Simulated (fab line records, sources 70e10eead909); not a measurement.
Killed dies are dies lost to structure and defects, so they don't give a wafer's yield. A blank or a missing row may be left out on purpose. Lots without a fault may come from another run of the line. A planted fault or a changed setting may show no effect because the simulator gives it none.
Chamber matching | flow nand_harc | NHARC_A_WL_FILL_ALD_00 on ald_hk-02: 4 sister chambers
The step deposits Al2O3, target thk 3 nm, pulse time 3 s, ald cycles 30. 4 wafers are shown with their chamber, then 7 later ones without.

WAFERS WITH THEIR CHAMBER
wafer  | chamber | heater_power_w (W)
L976.1 | 1       | 572
L976.5 | 2       | 385
L978.1 | 0       | 463
L978.5 | 3       | 444

WAFERS WITHOUT THEIR CHAMBER
wafer  | heater_power_w (W)
L978.6 | 371
L981.1 | 471
L981.3 | 394
L981.6 | 393
L983.1 | 376
L983.2 | 446
L983.3 | 473

WHICH CHAMBER EACH WENT THROUGH
wafer  | from the rows above     | in truth
L978.6 | 2                       | 2
L981.1 | 0                       | 0
L981.3 | 2                       | 2
L981.6 | 2                       | 2
L983.1 | 2                       | 2
L983.2 | can't be placed: 3 or 0 | 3
L983.3 | 0                       | 0
Placed correctly: 6 of 7. Can't be placed from these rows: 1 (the true chamber is among the candidates in 1). Placed wrongly: 0.
How it was worked out, from the rows above alone: a wafer's distance from a chamber is the root of the sum, over the readings, of the square of ((its reading less the chamber's mean) divided by the reading's scatter). The wafer belongs to the nearest chamber; if the next one is less than 2 further off, it can't be placed. A chamber's mean is the mean of its shown wafers. The scatter: with one shown wafer a chamber, the root of the mean of the squares of how far each hidden wafer lies from its nearest shown one.
